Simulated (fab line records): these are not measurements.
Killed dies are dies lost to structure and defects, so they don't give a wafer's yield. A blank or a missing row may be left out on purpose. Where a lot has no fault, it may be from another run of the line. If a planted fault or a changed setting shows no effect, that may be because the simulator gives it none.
The tool behind it: which one? + flow nand_harc + 36 wafers from 12 lots sampled at 5 of the route's 1302 steps

WHAT EACH GAUGE READ, for each wafer
NHARC_HYBRID_BOND_OVL_MEAS_05.
| lot  | measured     | on         | overlay_x_nm (nm) | overlay_y_nm (nm) |
|------|--------------|------------|-------------------|-------------------|
| L481 | day 24 05:29 | overlay-01 | -44 3 -39         | -4 2 -21          |
| L483 | day 24 09:46 | overlay-01 | -19 9 -43         | -4 -84 -10        |
| L486 | day 25 05:28 | overlay-01 | 41 -6 -31         | -72 -95 29        |
| L485 | day 25 10:01 | overlay-02 | 53 -33 40         | -24 -40 -13       |
| L490 | day 27 03:25 | overlay-01 | 11 3 20           | 17 6 1            |
| L488 | day 27 08:31 | overlay-02 | 35 1 -12          | 19 57 -37         |
| L489 | day 27 12:54 | overlay-02 | -23 -10 51        | -7 -7 -93         |
| L487 | day 27 12:54 | overlay-01 | -22 -2 10         | -17 49 -40        |
| L492 | day 28 08:58 | overlay-01 | 16 26 -81         | 35 10 32          |
| L494 | day 29 02:38 | overlay-02 | -20 -18 -22       | 19 19 49          |
| L495 | day 29 10:46 | overlay-02 | -64 -4 22         | -27 -64 -16       |
| L493 | day 29 10:47 | overlay-01 | 26 -28 8          | 18 -4 -14         |

NHARC_END_SORT_01.
| lot  | measured     | on        | defect_limited_yield (%) | killed_at_array | killed_at_other | killed_at_periphery | killed_dies | killed_open | killed_short | sort_bin_2_pct (%) | sort_bin_3_pct (%) | sort_bin_4_pct (%) | sort_n_pass | sort_rim_yield_pct (%) | sort_yield_pct (%) |
|------|--------------|-----------|--------------------------|-----------------|-----------------|---------------------|-------------|-------------|--------------|--------------------|--------------------|--------------------|-------------|------------------------|--------------------|
| L486 | day 26 00:31 | prober-01 | 95.6 95.6 94.8           | 28 26 32        | 1 0 1           | 1 4 2               | 30 30 35    | 3 7 3       | 1 0 4        | 1.3 1.5 1.5        | 0.1 0.1 0.1        | 3.0 2.8 3.5        | 647 647 642 | 92 92 92               | 95.6 95.6 94.8     |
| L485 | day 26 04:28 | prober-02 | 93.5 93.4 91.3           | 44 40 53        | 0 0 4           | 0 5 2               | 44 45 59    | 0 6 3       | 1 3 5        | 3.0 2.7 2.8        | 0.1 0.3 1.6        | 3.4 3.7 4.3        | 633 632 618 | 82 82 85               | 93.5 93.4 91.3     |
| L488 | day 28 00:54 | prober-01 | 94.2 93.9 93.4           | 36 35 42        | 1 2 2           | 2 4 1               | 39 41 45    | 4 3 4       | 4 4 2        | 2.1 1.8 2.5        | 0.9 0.6 0.4        | 2.8 3.7 3.7        | 638 636 632 | 92 88 88               | 94.2 93.9 93.4     |
| L487 | day 28 08:43 | prober-01 | 93.1 92.9 93.6           | 44 46 40        | 1 0 0           | 2 2 3               | 47 48 43    | 6 4 8       | 0 5 0        | 2.4 1.2 2.7        | 0.3 0.7 0.4        | 4.3 5.2 3.2        | 630 629 634 | 90 87 84               | 93.1 92.9 93.6     |
| L492 | day 29 04:02 | prober-02 | 93.6                     | 38              | 2               | 3                   | 43          | 2           | 4            | 3.4                | 0.1                | 2.8                | 634         | 83                     | 93.6               |
| L495 | day 30 05:19 | prober-02 | 0 0 0                    | 38 44 34        | 637 633 641     | 2 0 2               | 677 677 677 | 6 6 4       | 1 3 3        | 96.2 95.7 97.0     | 0.1 0.3 0.3        | 3.7 4.0 2.7        | 0 0 0       | 0 0 0                  | 0 0 0              |
| L493 | day 30 04:30 | prober-01 | 92.5 92.6 0              | 47 48 41        | 0 1 631         | 4 1 5               | 51 50 677   | 4 1 0       | 4 4 5        | 3.0 2.7 95.3       | 0.7 0.7 1.0        | 3.8 4.0 3.7        | 626 627 0   | 92 86 0                | 92.5 92.6 0        |

EACH LOT AND THE TOOL THAT RAN IT (in order: tool; ch and the chambers of the sampled wafers; start)
| lot  | NHARC_THIN_TSV_DEP_43           | NHARC_THIN_TSV_DEP_47           | NHARC_THIN_TSV_STRIP_56              |
|------|---------------------------------|---------------------------------|--------------------------------------|
| L481 | pecvd-01 ch 0,1,2, day 24 08:35 | pecvd-03 ch 1,2, day 24 11:08   | plasma_asher-01 ch 0, day 24 15:49   |
| L483 | pecvd-01 ch 0,1,2, day 24 13:01 | pecvd-01 ch 0,1,2, day 24 15:41 | plasma_asher-01 ch 0,1, day 24 20:30 |
| L486 | pecvd-03 ch 0,2, day 25 07:21   | pecvd-03 ch 0,1,2, day 25 10:00 | plasma_asher-02 ch 0,1, day 25 14:36 |
| L485 | pecvd-03 ch 1,2, day 25 11:59   | pecvd-03 ch 0,2, day 25 14:28   | plasma_asher-02 ch 0,1, day 25 19:15 |
| L490 | pecvd-02 ch 0,1,2, day 27 05:22 | pecvd-02 ch 0,2, day 27 08:07   | plasma_asher-02 ch 0,1, day 27 13:02 |
| L488 | pecvd-03 ch 0,1,2, day 27 10:31 | pecvd-03 ch 1,2, day 27 13:01   | plasma_asher-01 ch 0,1, day 27 17:40 |
| L489 | pecvd-03 ch 0,2, day 27 16:01   | pecvd-01 ch 1,2, day 27 18:42   | plasma_asher-01 ch 0,1, day 27 23:41 |
| L487 | pecvd-01 ch 0,1, day 27 14:52   | pecvd-03 ch 0,2, day 27 17:58   | plasma_asher-01 ch 0,1, day 27 22:43 |
| L492 | pecvd-03 ch 1,2, day 28 10:58   | pecvd-01 ch 0,1,2, day 28 13:31 | plasma_asher-01 ch 0,1, day 28 18:10 |
| L494 | pecvd-03 ch 0,2, day 29 04:34   | pecvd-03 ch 0,1, day 29 07:43   | plasma_asher-02 ch 1, day 29 12:17   |
| L495 | pecvd-03 ch 1,2, day 29 12:41   | pecvd-01 ch 1,2, day 29 15:17   | plasma_asher-02 ch 0,1, day 29 20:08 |
| L493 | pecvd-03 ch 0,2, day 29 13:56   | pecvd-03 ch 0,2, day 29 16:42   | plasma_asher-02 ch 0,1, day 29 21:27 |
- NHARC_THIN_TSV_DEP_43: deposits SiO2, target thk 1328.5 nm.
- NHARC_THIN_TSV_DEP_47: deposits SiO2, target thk 200 nm.
- NHARC_THIN_TSV_STRIP_56: strips in O2.

AS READ BY THE TOOLS THEMSELVES (means over the sampled wafers that have a number; for cases with no such wafer, the mark the record gives instead)
NHARC_THIN_TSV_DEP_43.
| lot  | tool     | rf_fwd_power_W (W) | throttle_valve_pct (%) |
|------|----------|--------------------|------------------------|
| L481 | pecvd-01 | 897.6              | 15.4                   |
| L483 | pecvd-01 | 898.4              | 15.5                   |
| L486 | pecvd-03 | 898.5              | 15.9                   |
| L485 | pecvd-03 | 897.2              | 16.1                   |
| L490 | pecvd-02 | 894.8              | 15.7                   |
| L488 | pecvd-03 | 893.3              | 15.9                   |
| L489 | pecvd-03 | 898.4              | 16.0                   |
| L487 | pecvd-01 | 897.9              | 15.5                   |
| L492 | pecvd-03 | 896.5              | 16.0                   |
| L494 | pecvd-03 | 900.5              | 15.7                   |
| L495 | pecvd-03 | 895.6              | 16.0                   |
| L493 | pecvd-03 | 898.5              | 15.8                   |

NHARC_THIN_TSV_DEP_47.
| lot  | tool     | rf_fwd_power_W (W) | throttle_valve_pct (%) |
|------|----------|--------------------|------------------------|
| L481 | pecvd-03 | 893.9              | 15.9                   |
| L483 | pecvd-01 | 897.4              | 15.5                   |
| L486 | pecvd-03 | 898.5              | 15.9                   |
| L485 | pecvd-03 | 897.9              | 15.6                   |
| L490 | pecvd-02 | 897.9              | 16.0                   |
| L488 | pecvd-03 | 900.4              | 16.0                   |
| L489 | pecvd-01 | 898.1              | 15.6                   |
| L487 | pecvd-03 | 897.7              | 15.8                   |
| L492 | pecvd-01 | 900.6              | 15.8                   |
| L494 | pecvd-03 | 899.1              | 16.0                   |
| L495 | pecvd-01 | 897.3              | 15.5                   |
| L493 | pecvd-03 | 899.7              | 15.8                   |

NHARC_THIN_TSV_STRIP_56.
| lot  | tool            | drypump_motor_current_A (A) | heater_power_w (W) |
|------|-----------------|-----------------------------|--------------------|
| L481 | plasma_asher-01 | 5.8                         | 327                |
| L483 | plasma_asher-01 | 5.1                         | 368                |
| L486 | plasma_asher-02 | 5.7                         | 324                |
| L485 | plasma_asher-02 | 5.7                         | 320                |
| L490 | plasma_asher-02 | 5.7                         | 326                |
| L488 | plasma_asher-01 | 5.4                         | 352                |
| L489 | plasma_asher-01 | 5.4                         | 347                |
| L487 | plasma_asher-01 | 5.1                         | 370                |
| L492 | plasma_asher-01 | 5.4                         | 350                |
| L494 | plasma_asher-02 | 5.5                         | 308                |
| L495 | plasma_asher-02 | 5.7                         | 323                |
| L493 | plasma_asher-02 | 5.7                         | 322                |

THE ANSWER, worked out from the rows above alone
Rule: usual is defined by the lots themselves. The widest of any qualifying gaps counts: lots, ordered by their means at a reading, are off when they make up no more than a third of the lots, leave a main group of 4 or more, and stand apart from it by 3 or more times the standard deviation of that group's means. Not used: any main group whose means are identical at the precision the tables above print for the reading. A lot without any number at a reading at which 4 lots or more have one is off too. Any other lot the step has rows for is counted as sound. First the gauges in route order, then the tools' own readings, where a lot's mean is used as printed above. The first step at which some lot is off is used, and at that step the reading that is off furthest; a lot without a number counts as furthest.
Off: L495, L493 (NHARC_END_SORT_01, killed_at_other). The main group: mean 1.2, standard deviation 0.62. Neither off nor sound, because the step has no rows for them: L481, L483, L490, L489, L494.
A tool fits if, at a process step before that reading, it ran every lot that is off, and no sound lot after the first of them. Those tools and the gauges at NHARC_END_SORT_01 are tried in the same way. Can't be told from this: 2 tools fit, pecvd-03 at NHARC_THIN_TSV_DEP_43, plasma_asher-02 at NHARC_THIN_TSV_STRIP_56.

WHAT THE SIMULATOR PUT IN
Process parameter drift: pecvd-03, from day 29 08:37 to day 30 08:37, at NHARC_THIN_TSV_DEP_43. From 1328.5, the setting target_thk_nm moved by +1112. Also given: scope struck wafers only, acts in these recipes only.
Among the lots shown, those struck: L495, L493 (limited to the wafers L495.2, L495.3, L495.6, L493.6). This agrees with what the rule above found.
